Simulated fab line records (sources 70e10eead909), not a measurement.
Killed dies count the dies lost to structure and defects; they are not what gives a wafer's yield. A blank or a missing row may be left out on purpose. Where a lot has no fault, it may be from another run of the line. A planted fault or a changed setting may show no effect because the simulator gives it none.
fab line records / flow nandHarc
record lots=5 wafers=15 lastDay=25
route steps=1159 shown A_STAIRCASE@693 END@1159
lots with no fault: from the same line, run without faults
startH: the number of hours between the record's first day and the start of the first shown wafer of the lot / waitH: hours from the lot's prior step to this one / " the same as in the row above / L1.1+2: several wafers, shown together as one row / - no value, or no start was given / * or withheld: withheld / < > ~ a bound
route shown NAME@n: a module of which the file shows steps, and the number in the route of the first / usual: mean/standard deviation taken from wafers without a fault / same: alike in all rows / chamber/n: place in a boat / sites: each site's reading / _std_site: the values' standard deviation / _edge_site: outer sites' mean less inner sites' / radiusMm: for every site, how far away it sits from the centre of the wafer / mask NAME#n: copy n / behind: the last tool/chamber to shape the wafer / hold: cause of the lot's hold/its duration in hours/its outcome / device: whichever transistor did not switch (one of n, p or np) / end of line: the tests these same wafers got at the end of their route / for a step that has no rows: nothing shown but its recipe / killed: count of dies lost to structure and defects at first sort (not the wafer's yield) / map: per-die view of a wafer (x killed, . not killed, _ where there is no die)
set.NAME: the setting that was run; set.NAME@STEP: the one run at that earlier step / model.NAME: the simulator's own value behind a step, which no gauge read
a table for each step, a row for each wafer; lots at some steps of the route
services: a tool's chamber out of use, with start hour (startH, from the record's first day; less than 0 if before it), hours out, and reason
## steps
# step NHARC_A_STAIRCASE_STRIP_316
# recipe o2FlowSccm=500 arFlowSccm=0 biasW=0 chemistry=O2
# usual drypumpMotorCurrentA=5.5/0.44 oesProductAu=0.996/0.0064 rfVppV=57.8/0.86 showerheadPlenumPTorr=3.53/0.12 throttleValvePct=17.036/0.0089
lot.wafer=L702.1 tool=rieDiel-05 chamber=1 startH=- waitH=- drypumpMotorCurrentA=6.4 oesProductAu=0.983 rfHoursCounterH=46 rfVppV=57.4 showerheadPlenumPTorr=3.38 throttleValvePct=17.021
lot.wafer=L702.4 tool=rieDiel-05 chamber=2 startH=- waitH=- drypumpMotorCurrentA=5.7 oesProductAu=0.990 rfHoursCounterH=43 rfVppV=59.9 showerheadPlenumPTorr=3.51 throttleValvePct=17.041
lot.wafer=L702.3 tool=rieDiel-05 chamber=3 startH=- waitH=- drypumpMotorCurrentA=5.0 oesProductAu=0.990 rfHoursCounterH=45 rfVppV=58.3 showerheadPlenumPTorr=3.62 throttleValvePct=17.034
lot.wafer=L701.4 tool=rieDiel-04 chamber=2 startH=- waitH=- drypumpMotorCurrentA=5.1 oesProductAu=1.010 rfHoursCounterH=5 rfVppV=58.3 showerheadPlenumPTorr=3.55 throttleValvePct=17.027
lot.wafer=L701.6 tool=rieDiel-04 chamber=3 startH=- waitH=- drypumpMotorCurrentA=5.8 oesProductAu=0.996 rfHoursCounterH=- rfVppV=56.7 showerheadPlenumPTorr=3.63 throttleValvePct=17.023
lot.wafer=L701.5 tool=rieDiel-04 chamber=0 startH=- waitH=- drypumpMotorCurrentA=5.4 oesProductAu=0.998 rfHoursCounterH=- rfVppV=57.9 showerheadPlenumPTorr=3.43 throttleValvePct=17.029
lot.wafer=L708.3 tool=rieDiel-04 chamber=3 startH=- waitH=- drypumpMotorCurrentA=5.8 oesProductAu=1.001 rfHoursCounterH=12 rfVppV=58.5 showerheadPlenumPTorr=3.62 throttleValvePct=17.036
lot.wafer=L708.2 tool=rieDiel-04 chamber=2 startH=- waitH=- drypumpMotorCurrentA=5.1 oesProductAu=1.005 rfHoursCounterH=13 rfVppV=57.5 showerheadPlenumPTorr=3.54 throttleValvePct=17.035
lot.wafer=L708.5 tool=rieDiel-04 chamber=3 startH=- waitH=- drypumpMotorCurrentA=5.8 oesProductAu=1.003 rfHoursCounterH=- rfVppV=58.2 showerheadPlenumPTorr=3.62 throttleValvePct=17.030
lot.wafer=L715.2 tool=rieDiel-05 chamber=3 startH=- waitH=- drypumpMotorCurrentA=5.0 oesProductAu=0.995 rfHoursCounterH=10 rfVppV=58.1 showerheadPlenumPTorr=3.60 throttleValvePct=17.056
lot.wafer=L715.4 tool=rieDiel-05 chamber=0 startH=- waitH=- drypumpMotorCurrentA=5.3 oesProductAu=0.994 rfHoursCounterH=11 rfVppV=59.3 showerheadPlenumPTorr=3.39 throttleValvePct=17.043
lot.wafer=L715.5 tool=rieDiel-05 chamber=1 startH=- waitH=- drypumpMotorCurrentA=6.5 oesProductAu=0.997 rfHoursCounterH=- rfVppV=57.7 showerheadPlenumPTorr=3.37 throttleValvePct=17.040
lot.wafer=L720.3 tool=rieDiel-05 chamber=2 startH=- waitH=- drypumpMotorCurrentA=5.7 oesProductAu=0.998 rfHoursCounterH=18 rfVppV=56.0 showerheadPlenumPTorr=3.50 throttleValvePct=17.035
lot.wafer=L720.6 tool=rieDiel-05 chamber=2 startH=- waitH=- drypumpMotorCurrentA=5.7 oesProductAu=0.990 rfHoursCounterH=- rfVppV=58.0 showerheadPlenumPTorr=3.50 throttleValvePct=17.035
lot.wafer=L720.5 tool=rieDiel-05 chamber=3 startH=- waitH=- drypumpMotorCurrentA=5.0 oesProductAu=0.988 rfHoursCounterH=- rfVppV=58.2 showerheadPlenumPTorr=3.60 throttleValvePct=17.038
# step NHARC_A_STAIRCASE_STRIP_317
# recipe timeS=900 tempC=130 chemistry=SPM
# step NHARC_A_STAIRCASE_PRECLEAN_318
# recipe timeS=* tempC=50 bathAgeMin=0 chemistry=SC1
# step NHARC_A_STAIRCASE_SRD_329
# step NHARC_A_STAIRCASE_ALD_415
# recipe targetThkA=300 pulseTimeS=6 aldCycles=300 tempC=300 material=SiO2
# usual aldCycles=300/0 heaterPowerW=489/65 precursorPulseHeightRel=1.001/0.02
# same pulseTimeS=6
lot.wafer=L702.3 tool=aldHk-04 chamber=0 startH=307.59 waitH=0.3 aldCycles=300 heaterPowerW=478 precursorPulseHeightRel=0.994
lot.wafer=L702.4 tool=aldHk-04 chamber=1 startH=307.59 waitH=0.3 aldCycles=300 heaterPowerW=578 precursorPulseHeightRel=1.017
lot.wafer=L702.1 tool=aldHk-04 chamber=2 startH=307.59 waitH=0.3 aldCycles=300 heaterPowerW=466 precursorPulseHeightRel=0.999
lot.wafer=L701.4 tool=aldHk-03 chamber=2 startH=308.56 waitH=0.5 aldCycles=300 heaterPowerW=445 precursorPulseHeightRel=0.994
lot.wafer=L701.5 tool=aldHk-03 chamber=0 startH=308.56 waitH=0.5 aldCycles=300 heaterPowerW=502 precursorPulseHeightRel=0.998
lot.wafer=L701.6 tool=aldHk-03 chamber=1 startH=308.56 waitH=0.5 aldCycles=300 heaterPowerW=599 precursorPulseHeightRel=1.003
lot.wafer=L708.2 tool=aldHk-02 chamber=2 startH=343.69 waitH=0.3 aldCycles=300 heaterPowerW=517 precursorPulseHeightRel=0.987
lot.wafer=L708.3 tool=aldHk-02 chamber=0 startH=343.69 waitH=0.3 aldCycles=300 heaterPowerW=404 precursorPulseHeightRel=1.000
lot.wafer=L708.5 tool=aldHk-02 chamber=1 startH=343.69 waitH=0.3 aldCycles=300 heaterPowerW=454 precursorPulseHeightRel=1.020
lot.wafer=L715.2 tool=aldHk-02 chamber=2 startH=379.09 waitH=0.1 aldCycles=300 heaterPowerW=488 precursorPulseHeightRel=0.981
lot.wafer=L715.4 tool=aldHk-02 chamber=1 startH=379.09 waitH=0.1 aldCycles=300 heaterPowerW=467 precursorPulseHeightRel=0.998
lot.wafer=L715.5 tool=aldHk-02 chamber=3 startH=379.09 waitH=0.1 aldCycles=300 heaterPowerW=407 precursorPulseHeightRel=1.026
lot.wafer=L720.3 tool=aldHk-04 chamber=1 startH=402.08 waitH=0.5 aldCycles=300 heaterPowerW=559 precursorPulseHeightRel=1.006
lot.wafer=L720.5 tool=aldHk-04 chamber=3 startH=402.08 waitH=0.5 aldCycles=300 heaterPowerW=546 precursorPulseHeightRel=1.004
lot.wafer=L720.6 tool=aldHk-04 chamber=0 startH=402.08 waitH=0.5 aldCycles=300 heaterPowerW=445 precursorPulseHeightRel=1.002
# step NHARC_A_STAIRCASE_ETCHBACK_416
# recipe targetDepthA=360 timeS=7.2 c4f8FlowSccm=withheld o2FlowSccm=8 arFlowSccm=withheld rfW=600 biasW=800 chemistry=C4F8/O2/Ar
# usual oesProductAu=0.931/0.026 rfFwdPowerW=584.9/1.7 rfVppV=723/3.4
lot.wafer=L702.1 tool=rieDiel-05 chamber=2 startH=- waitH=- oesProductAu=0.926 rfFwdPowerW=582.9 rfHoursCounterH=44 rfVppV=722
lot.wafer=L702.3 tool=rieDiel-05 chamber=3 startH=- waitH=- oesProductAu=0.918 rfFwdPowerW=582.2 rfHoursCounterH=46 rfVppV=726
lot.wafer=L702.4 tool=rieDiel-05 chamber=1 startH=- waitH=- oesProductAu=0.926 rfFwdPowerW=582.8 rfHoursCounterH=46 rfVppV=719
lot.wafer=L701.4 tool=rieDiel-05 chamber=0 startH=- waitH=- oesProductAu=0.923 rfFwdPowerW=583.8 rfHoursCounterH=49 rfVppV=719
lot.wafer=L701.6 tool=rieDiel-05 chamber=2 startH=- waitH=- oesProductAu=0.915 rfFwdPowerW=584.9 rfHoursCounterH=- rfVppV=722
lot.wafer=L701.5 tool=rieDiel-05 chamber=3 startH=- waitH=- oesProductAu=0.926 rfFwdPowerW=585.9 rfHoursCounterH=- rfVppV=725
lot.wafer=L708.3 tool=rieDiel-04 chamber=2 startH=- waitH=- oesProductAu=0.919 rfFwdPowerW=585.5 rfHoursCounterH=14 rfVppV=724
lot.wafer=L708.2 tool=rieDiel-04 chamber=1 startH=- waitH=- oesProductAu=0.919 rfFwdPowerW=584.1 rfHoursCounterH=13 rfVppV=730
lot.wafer=L708.5 tool=rieDiel-04 chamber=3 startH=- waitH=- oesProductAu=0.918 rfFwdPowerW=587.2 rfHoursCounterH=- rfVppV=725
lot.wafer=L715.4 tool=rieDiel-02 chamber=2 startH=- waitH=- oesProductAu=0.939 rfFwdPowerW=584.6 rfHoursCounterH=21 rfVppV=727
lot.wafer=L715.2 tool=rieDiel-02 chamber=0 startH=- waitH=- oesProductAu=0.935 rfFwdPowerW=584.4 rfHoursCounterH=22 rfVppV=728
lot.wafer=L715.5 tool=rieDiel-02 chamber=2 startH=- waitH=- oesProductAu=0.927 rfFwdPowerW=584.1 rfHoursCounterH=- rfVppV=726
lot.wafer=L720.3 tool=rieDiel-04 chamber=3 startH=- waitH=- oesProductAu=0.928 rfFwdPowerW=583.8 rfHoursCounterH=37 rfVppV=725
lot.wafer=L720.5 tool=rieDiel-04 chamber=3 startH=- waitH=- oesProductAu=0.912 rfFwdPowerW=587.1 rfHoursCounterH=- rfVppV=726
lot.wafer=L720.6 tool=rieDiel-04 chamber=0 startH=- waitH=- oesProductAu=0.922 rfFwdPowerW=581.8 rfHoursCounterH=- rfVppV=721
# step NHARC_A_STAIRCASE_STRIP_476
# recipe timeS=20 o2FlowSccm=500 arFlowSccm=0 biasW=0 chemistry=O2
# usual drypumpMotorCurrentA=5.6/0.48 oesProductAu=0.995/0.008 rfVppV=57.8/0.89 showerheadPlenumPTorr=3.54/0.12 throttleValvePct=17.037/0.0091
lot.wafer=L702.1 tool=rieDiel-05 chamber=1 startH=309.54 waitH=0.1 drypumpMotorCurrentA=6.5 oesProductAu=0.984 rfHoursCounterH=46 rfVppV=58.0 showerheadPlenumPTorr=3.38 throttleValvePct=17.027
lot.wafer=L702.3 tool=rieDiel-05 chamber=2 startH=309.54 waitH=0.1 drypumpMotorCurrentA=5.6 oesProductAu=0.988 rfHoursCounterH=44 rfVppV=58.6 showerheadPlenumPTorr=3.51 throttleValvePct=17.036
lot.wafer=L702.4 tool=rieDiel-05 chamber=3 startH=309.54 waitH=0.1 drypumpMotorCurrentA=5.0 oesProductAu=0.987 rfHoursCounterH=46 rfVppV=60.4 showerheadPlenumPTorr=3.62 throttleValvePct=17.033
lot.wafer=L701.4 tool=rieDiel-05 chamber=1 startH=310.44 waitH=0.2 drypumpMotorCurrentA=6.4 oesProductAu=0.999 rfHoursCounterH=47 rfVppV=58.7 showerheadPlenumPTorr=3.38 throttleValvePct=17.030
lot.wafer=L701.6 tool=rieDiel-05 chamber=3 startH=310.44 waitH=0.2 drypumpMotorCurrentA=5.0 oesProductAu=0.991 rfHoursCounterH=- rfVppV=56.5 showerheadPlenumPTorr=3.61 throttleValvePct=17.027
lot.wafer=L701.5 tool=rieDiel-05 chamber=0 startH=310.44 waitH=0.2 drypumpMotorCurrentA=5.3 oesProductAu=1.003 rfHoursCounterH=- rfVppV=56.0 showerheadPlenumPTorr=3.40 throttleValvePct=17.037
lot.wafer=L708.3 tool=rieDiel-04 chamber=3 startH=345.97 waitH=0.3 drypumpMotorCurrentA=5.8 oesProductAu=1.003 rfHoursCounterH=14 rfVppV=57.7 showerheadPlenumPTorr=3.62 throttleValvePct=17.031
lot.wafer=L708.2 tool=rieDiel-04 chamber=0 startH=345.97 waitH=0.3 drypumpMotorCurrentA=5.4 oesProductAu=1.002 rfHoursCounterH=13 rfVppV=58.6 showerheadPlenumPTorr=3.42 throttleValvePct=17.046
lot.wafer=L708.5 tool=rieDiel-04 chamber=2 startH=345.97 waitH=0.3 drypumpMotorCurrentA=5.1 oesProductAu=1.005 rfHoursCounterH=- rfVppV=58.5 showerheadPlenumPTorr=3.54 throttleValvePct=17.039
lot.wafer=L715.2 tool=rieDiel-02 chamber=2 startH=381.33 waitH=0.1 drypumpMotorCurrentA=6.2 oesProductAu=1.003 rfHoursCounterH=21 rfVppV=57.6 showerheadPlenumPTorr=3.66 throttleValvePct=17.028
lot.wafer=L715.4 tool=rieDiel-02 chamber=3 startH=381.33 waitH=0.1 drypumpMotorCurrentA=5.0 oesProductAu=1.004 rfHoursCounterH=18 rfVppV=57.2 showerheadPlenumPTorr=3.48 throttleValvePct=17.044
lot.wafer=L715.5 tool=rieDiel-02 chamber=2 startH=381.33 waitH=0.1 drypumpMotorCurrentA=6.2 oesProductAu=1.006 rfHoursCounterH=- rfVppV=57.9 showerheadPlenumPTorr=3.66 throttleValvePct=17.041
lot.wafer=L720.3 tool=rieDiel-04 chamber=2 startH=403.81 waitH=0.1 drypumpMotorCurrentA=5.1 oesProductAu=0.995 rfHoursCounterH=38 rfVppV=56.7 showerheadPlenumPTorr=3.53 throttleValvePct=17.028
lot.wafer=L720.5 tool=rieDiel-04 chamber=3 startH=403.81 waitH=0.1 drypumpMotorCurrentA=5.8 oesProductAu=0.987 rfHoursCounterH=- rfVppV=57.9 showerheadPlenumPTorr=3.61 throttleValvePct=17.036
lot.wafer=L720.6 tool=rieDiel-04 chamber=0 startH=403.81 waitH=0.1 drypumpMotorCurrentA=5.4 oesProductAu=0.992 rfHoursCounterH=- rfVppV=57.5 showerheadPlenumPTorr=3.41 throttleValvePct=17.031
# step NHARC_A_STAIRCASE_DEP_417
# recipe targetThkA=600 stepCoveragePct=20 tempC=400 targetThkNm=60 flowSccm=200 rfW=450 material=Si3N4
# usual heaterPowerW=727/86 rfFwdPowerW=448.6/1.5
lot.wafer=L702.3 tool=pecvd-01 chamber=2 startH=309.64 waitH=- heaterPowerW=580 rfFwdPowerW=447.1
lot.wafer=L702.1 tool=pecvd-01 chamber=1 startH=309.64 waitH=- heaterPowerW=764 rfFwdPowerW=448.9
lot.wafer=L702.4 tool=pecvd-01 chamber=1 startH=309.64 waitH=- heaterPowerW=780 rfFwdPowerW=448.5
lot.wafer=L701.6 tool=pecvd-04 chamber=2 startH=310.66 waitH=- heaterPowerW=761 rfFwdPowerW=448.5
lot.wafer=L701.4 tool=pecvd-04 chamber=0 startH=310.66 waitH=- heaterPowerW=708 rfFwdPowerW=447.6
lot.wafer=L701.5 tool=pecvd-04 chamber=1 startH=310.66 waitH=- heaterPowerW=647 rfFwdPowerW=448.9
lot.wafer=L708.3 tool=pecvd-04 chamber=1 startH=346.06 waitH=- heaterPowerW=621 rfFwdPowerW=448.6
lot.wafer=L708.2 tool=pecvd-04 chamber=2 startH=346.06 waitH=- heaterPowerW=670 rfFwdPowerW=449.5
lot.wafer=L708.5 tool=pecvd-04 chamber=0 startH=346.06 waitH=- heaterPowerW=827 rfFwdPowerW=449.6
lot.wafer=L715.2 tool=pecvd-01 chamber=2 startH=381.42 waitH=- heaterPowerW=622 rfFwdPowerW=445.9
lot.wafer=L715.5 tool=pecvd-01 chamber=0 startH=381.42 waitH=- heaterPowerW=750 rfFwdPowerW=446.7
lot.wafer=L715.4 tool=pecvd-01 chamber=1 startH=381.42 waitH=- heaterPowerW=746 rfFwdPowerW=444.6
lot.wafer=L720.3 tool=pecvd-01 chamber=2 startH=403.99 waitH=- heaterPowerW=677 rfFwdPowerW=446.4
lot.wafer=L720.5 tool=pecvd-01 chamber=0 startH=403.99 waitH=- heaterPowerW=607 rfFwdPowerW=449.2
lot.wafer=L720.6 tool=pecvd-01 chamber=2 startH=403.99 waitH=- heaterPowerW=665 rfFwdPowerW=445.4
# step NHARC_A_STAIRCASE_WET_418
# recipe tempC=160 targetDepthA=200 chemistry=H3PO4
# step NHARC_A_STAIRCASE_PRECLEAN_419
# recipe timeS=* tempC=50 bathAgeMin=0 chemistry=SC1
# step NHARC_A_STAIRCASE_SRD_421
# step NHARC_A_STAIRCASE_ALD_420
# recipe targetThkA=200 pulseTimeS=6 aldCycles=200 tempC=300 material=SiO2
# usual aldCycles=200/0 heaterPowerW=489/65 precursorPulseHeightRel=1.000/0.021
# same pulseTimeS=6
lot.wafer=L701.4 tool=aldHk-03 chamber=3 startH=313.41 waitH=- aldCycles=200 heaterPowerW=415 precursorPulseHeightRel=0.996
lot.wafer=L701.5 tool=aldHk-03 chamber=3 startH=313.41 waitH=- aldCycles=200 heaterPowerW=405 precursorPulseHeightRel=1.002
lot.wafer=L701.6 tool=aldHk-03 chamber=0 startH=313.41 waitH=- aldCycles=200 heaterPowerW=522 precursorPulseHeightRel=1.005
lot.wafer=L702.4 tool=aldHk-02 chamber=0 startH=313.41 waitH=- aldCycles=200 heaterPowerW=392 precursorPulseHeightRel=1.025
lot.wafer=L702.1 tool=aldHk-02 chamber=1 startH=313.41 waitH=- aldCycles=200 heaterPowerW=456 precursorPulseHeightRel=1.014
lot.wafer=L702.3 tool=aldHk-02 chamber=3 startH=313.41 waitH=- aldCycles=200 heaterPowerW=420 precursorPulseHeightRel=1.013
lot.wafer=L708.3 tool=aldHk-02 chamber=2 startH=349.30 waitH=- aldCycles=200 heaterPowerW=509 precursorPulseHeightRel=0.974
lot.wafer=L708.2 tool=aldHk-02 chamber=0 startH=349.30 waitH=- aldCycles=98 heaterPowerW=394 precursorPulseHeightRel=1.000
lot.wafer=L708.5 tool=aldHk-02 chamber=2 startH=349.30 waitH=- aldCycles=200 heaterPowerW=499 precursorPulseHeightRel=1.031
lot.wafer=L715.2 tool=aldHk-03 chamber=2 startH=386.34 waitH=0.4 aldCycles=200 heaterPowerW=464 precursorPulseHeightRel=1.018
lot.wafer=L715.4 tool=aldHk-03 chamber=0 startH=386.34 waitH=0.4 aldCycles=200 heaterPowerW=503 precursorPulseHeightRel=1.010
lot.wafer=L715.5 tool=aldHk-03 chamber=2 startH=386.34 waitH=0.4 aldCycles=200 heaterPowerW=455 precursorPulseHeightRel=1.003
lot.wafer=L720.3 tool=aldHk-04 chamber=2 startH=407.87 waitH=0.3 aldCycles=200 heaterPowerW=448 precursorPulseHeightRel=0.996
lot.wafer=L720.6 tool=aldHk-04 chamber=1 startH=407.87 waitH=0.3 aldCycles=200 heaterPowerW=558 precursorPulseHeightRel=0.967
lot.wafer=L720.5 tool=aldHk-04 chamber=2 startH=407.87 waitH=0.3 aldCycles=200 heaterPowerW=459 precursorPulseHeightRel=1.002
# step NHARC_A_STAIRCASE_CVD_552
# recipe targetThkA=400 tempC=700 pressureMtorr=300 material=SiNx
# step NHARC_END_SORT_01
# recipe tempC=25
# usual killedAtArray=29/11 killedAtOther=0.6/0.89 killedAtPeriphery=3.8/2.8 killedDies=33/12 killedOpen=3.5/1.9 killedShort=1.9/1.3
# same grossDies=677
lot.wafer=L702.1 tool=prober-01 chamber=0 startH=473.41 waitH=2.5 killedAtArray=30 killedAtOther=0 killedAtPeriphery=1 killedDies=31 killedOpen=5 killedShort=3
lot.wafer=L702.3 tool=prober-01 chamber=0 startH=475.03 waitH=3.1 killedAtArray=18 killedAtOther=0 killedAtPeriphery=4 killedDies=22 killedOpen=4 killedShort=1
lot.wafer=L702.4 tool=prober-01 chamber=0 startH=475.84 waitH=3.4 killedAtArray=24 killedAtOther=0 killedAtPeriphery=9 killedDies=33 killedOpen=5 killedShort=0
# killed by level:class
L702.1 A_SLIT:chamberFilmFlake=15 A_STAIRCASE:chamberFilmFlake=5 A_M0:geometricParticle:open=2 A_CHANNEL_HOLE_D1:chamberFilmFlake=2 P_STI:geometricParticle:open=1 A_ONON_D1:geometricParticle:open=1 A_CHANNEL_FILL_D1:geometricParticle:short=1 A_WL_FILL:geometricParticle:short=1
L702.3 A_SLIT:chamberFilmFlake=7 P_M1:chamberFilmFlake=3 A_CHANNEL_HOLE_D1:chamberFilmFlake=3 A_M0:chamberFilmFlake=2 P_M1:geometricParticle:open=1 A_SOURCE_PLATE:geometricParticle:short=1 A_WL_FILL:geometricParticle:open=1 A_CONTACT:geometricParticle:open=1
L702.4 A_SLIT:chamberFilmFlake=8 P_CONTACT:geometricParticle:open=4 P_M1:chamberFilmFlake=4 A_CHANNEL_HOLE_D1:chamberFilmFlake=4 A_M0:chamberFilmFlake=4 A_STAIRCASE:chamberFilmFlake=3 A_CHANNEL_FILL_D1:chamberFilmFlake=2 A_CONTACT:chamberFilmFlake=2
## services
tool=rieDiel-04 chamber=- startH=289.09 hours=9.0 kind=pm
tool=rieDiel-05 chamber=0 startH=295.40 hours=- kind=clean
tool=rieDiel-05 chamber=1 startH=295.40 hours=- kind=clean
tool=rieDiel-05 chamber=2 startH=295.40 hours=- kind=clean
tool=rieDiel-05 chamber=3 startH=295.40 hours=- kind=clean
tool=pecvd-04 chamber=- startH=305.82 hours=1.3 kind=repair
tool=rieDiel-04 chamber=- startH=314.14 hours=16.1 kind=repair
tool=rieDiel-05 chamber=0 startH=319.90 hours=- kind=clean
tool=rieDiel-05 chamber=1 startH=319.90 hours=- kind=clean
tool=rieDiel-05 chamber=2 startH=319.90 hours=- kind=clean
tool=rieDiel-05 chamber=3 startH=319.90 hours=- kind=clean
tool=rieDiel-02 chamber=- startH=328.27 hours=9.0 kind=pm
tool=rieDiel-05 chamber=- startH=340.68 hours=9.0 kind=pm
tool=rieDiel-05 chamber=0 startH=340.68 hours=9.0 kind=ventCycle
tool=rieDiel-05 chamber=1 startH=340.68 hours=9.0 kind=ventCycle
tool=rieDiel-05 chamber=2 startH=340.68 hours=10.5 kind=ventCycle
tool=rieDiel-05 chamber=3 startH=340.68 hours=9.0 kind=ventCycle
tool=rieDiel-05 chamber=0 startH=349.68 hours=- kind=clean
tool=rieDiel-05 chamber=1 startH=349.68 hours=- kind=clean
tool=rieDiel-05 chamber=3 startH=349.68 hours=- kind=clean
tool=rieDiel-04 chamber=1 startH=359.93 hours=2.0 kind=repair
tool=aldHk-04 chamber=- startH=365.36 hours=10.0 kind=pm
tool=rieDiel-02 chamber=3 startH=366.58 hours=10.0 kind=repair
tool=pecvd-04 chamber=- startH=376.25 hours=13.0 kind=pm
## key
firstSign step=NHARC_A_STAIRCASE_ALD_420 reading=aldCycles direction=down sigmas=99+ usual=200 struck=98
effect none on later readings
metAt NHARC_A_STAIRCASE_ALD_420
struckWafers L708.2
testerLeftOut L708
onsetBetween 313.41 349.30
fault kind=processParameterDrift tool=aldHk-02 chamber=- onsetH=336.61 steps=NHARC_A_STAIRCASE_ALD_420 channel=aldCycles offset=-102 shape=step endH=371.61 scope=struckWafersOnly actsIn=theseRecipesOnly stated=200
# testerLeftOut: of these lots the tester's yield and bins aren't shown, on N5 and GAA mostly nor the transistor test; their killed dies are dies lost to structure and defects alone, not to doping, threshold or leakage, so they don't give the yield
